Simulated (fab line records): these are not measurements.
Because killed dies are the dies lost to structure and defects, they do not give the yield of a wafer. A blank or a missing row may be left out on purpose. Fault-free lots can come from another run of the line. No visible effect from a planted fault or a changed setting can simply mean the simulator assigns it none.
A lot that was struck, set against a sound lot / flow n5Finfet / 42 steps out of a route of 1938
Sound: wafers L268.3, L268.5, L268.6. Struck: wafer L274.3 (left out: L274.1, L274.5 of the same lot, which were not struck); the cause appears at the end.
Per side, at each step with rows, come the tool, then ch with its chambers, and then its first start. Under that, the readings that differ: sound wafers / struck wafers / difference of the means / sigmas: that difference in standard deviations of wafers without a fault.
alike: a reading whose means differ by less than 2 such deviations, as well as words and numbers matching on both sides. not compared: withheld readings; readings where some wafer has no value; bounds like >300 that might hide an equal value; numbers whose values overlap and for which the record gives no deviation.
Wherever a step has rows on one side only, a row that says differs or no value, or a row with sigmas, the two part there. Numbers that have no deviation but don't overlap get no sigmas and don't part them. A reading missing from all wafers of one side parts the sides only when that side holds two or more wafers.

first, 2 steps without rows for these wafers: N5_BEOL_M1_ETCH_41 (etches SiCN in CH3F/O2, target depth 31.9 nm, time 57.8 s); N5_BEOL_M1_STRIP_97 (strips in N2/H2, time 10 s).
N5_BEOL_M1_OCD_MEAS_38:
  sound on ocd-02 at day 6 21:37; struck on ocd-02 at day 8 02:21
reading=trenchDepthNm (nm); sound=54.2 54.7 53.7; struck=56.1; difference=+1.9; sigmas=+2
then, 4 steps without rows for these wafers: N5_BEOL_M1_HM_STRIP_39 (strips TiN in peroxide tin strip, target depth 25 nm, time 158 s); N5_BEOL_M1_SRD_40 (time 30 s); N5_BEOL_M1_PRECLEAN_42 (cleans in residue remover, time 60 s); N5_BEOL_M1_SRD_43 (time 30 s).
N5_BEOL_M1_CD_MEAS_35: target cd 18 nm, target cd y 21 nm.
  sound on cdSem-02 at day 6 21:46; struck on cdSem-03 at day 8 02:30
  alike: cdNm
then, 2 steps without rows for these wafers: N5_BEOL_M1_DEGAS_44 (time 60 s); N5_BEOL_M1_PRE_CLEAN_45 (time 30 s).
N5_BEOL_M1_ALD_84: deposits TaN, pulse time 2 s, purge time 3 s, co reactant purge time 2 s.
  sound on aldMetal-04 ch 1,2,3, day 6 22:10; struck on aldMetal-03 ch 0, day 8 02:49
  alike: heaterPowerW, mfcCarrierSccm, precursorVesselTempC
N5_BEOL_M1_SURFACE_TREAT_85:
  sound on pvdSputter-01 at day 6 22:26; struck on pvdSputter-02 at day 8 03:03
  not compared: throttleValvePct
N5_BEOL_M1_CVD_47: deposits Co from CCTBA/H2, target thk 3 nm, time 223.8 s.
  sound on cvdCo-02 ch 0,1,2, day 6 22:31; struck on cvdCo-02 ch 0,1,2, day 8 03:07
then, 2 steps without rows for these wafers: N5_BEOL_M1_SPUTTER_48 (material Cu, target thk 4.5 nm, time 8.29 s); N5_BEOL_M1_ANNEAL_49 (time 240 s).
N5_BEOL_M1_SPUTTER_79: material Cu, target thk 4.5 nm, time 8.29 s.
  sound on pvdSputter-01 at day 6 23:11; struck on pvdSputter-02 at day 8 03:45
reading=throttleValvePct (%); sound=30.4 29.1 30.3; struck=32.8; difference=+2.9; sigmas=+2
N5_BEOL_M1_ANNEAL_80: time 240 s.
  sound on pvdSputter-01 at day 6 23:16; struck on pvdSputter-02 at day 8 03:50
reading=heaterPowerW (W); sound=772 839 851; struck=965; difference=+144; sigmas=+3
then, 9 steps without rows for these wafers: N5_BEOL_M1_SPUTTER_81 (material Cu, target thk 4.5 nm, time 8.29 s); N5_BEOL_M1_ANNEAL_82 (time 240 s); N5_BEOL_M1_SPUTTER_86 (material Cu, target thk 4.5 nm, time 8.29 s); N5_BEOL_M1_ANNEAL_87 (time 240 s); N5_BEOL_M1_SPUTTER_88 (material Cu, target thk 4.5 nm, time 8.29 s); N5_BEOL_M1_ANNEAL_89 (time 240 s); N5_BEOL_M1_SPUTTER_90 (material Cu, target thk 4.5 nm, time 8.29 s); N5_BEOL_M1_ANNEAL_91 (time 240 s); N5_BEOL_M1_SPUTTER_92 (material Cu, target thk 4.5 nm, time 8.29 s).
N5_BEOL_M1_ANNEAL_93: time 240 s.
  sound on pvdSputter-01 at day 7 00:22; struck on pvdSputter-02 at day 8 04:56
reading=heaterPowerW (W); sound=785 826 851; struck=958; difference=+137; sigmas=+3
then, 6 steps without rows for these wafers: N5_BEOL_M1_SPUTTER_94 (material Cu, target thk 4.5 nm, time 8.29 s); N5_BEOL_M1_ANNEAL_95 (time 240 s); N5_BEOL_M1_SPUTTER_96 (material Cu, target thk 4.5 nm, time 8.29 s); N5_BEOL_M1_ECD_50 (material Cu, target thk 300 nm); N5_BEOL_M1_ANNEAL_51 (time 90 s); N5_BEOL_M1_CMP_52 (polishes, stops on SiOC, t overpolish 6.8 s, target thk 40 nm).
N5_BEOL_M1_THK_MEAS_53: measures by xrf.
  sound on filmMetro-02 at day 7 01:32; struck on filmMetro-01 at day 8 07:23
  alike: M1_THK
then, 4 steps without rows for these wafers: N5_BEOL_M1_PRE_CLEAN_60 (time 15 s); N5_BEOL_M1_CO_CAP_55 (material Co, precursor CCTBA/H2, target thk 2 nm, time 102.1 s); N5_BEOL_M1_PRE_CLEAN_56 (time 15 s); N5_BEOL_M1_DEP_57 (deposits SiCN from 3MS/NH3, target thk 8 nm, time 14 s).
N5_BEOL_M1_RS_MEAS_58: a four-point-probe measurement.
  sound on filmMetro-02 at day 7 01:47; struck on filmMetro-02 at day 8 07:40
  alike: M1_RS
then, 1 step without rows for these wafers: N5_BEOL_M2_ILD_DEP_00 (deposits SiOC from DEMS/O2, target thk 79 nm, time 15.3 s).
N5_BEOL_M2_THK_MEAS_01:
  sound on filmMetro-01 at day 7 01:55; struck on filmMetro-02 at day 8 07:47
  alike: M2_ILD_THK
-- a jump in the record: the struck wafers' starts before and after are 6 days apart (it breaks off in module BEOL_M2 and resumes in module PASSIVATION, where the first step shown is number 1936 of the route) --
N5_PASSIVATION_PROBE_49:
  record: rows for the struck wafers here (prober-02, day 14 17:16), none for the sound ones

WHERE THEY PART
At N5_BEOL_M1_OCD_MEAS_38 first; at N5_PASSIVATION_PROBE_49 last (within this record only).

WHY: the cause the simulator had injected
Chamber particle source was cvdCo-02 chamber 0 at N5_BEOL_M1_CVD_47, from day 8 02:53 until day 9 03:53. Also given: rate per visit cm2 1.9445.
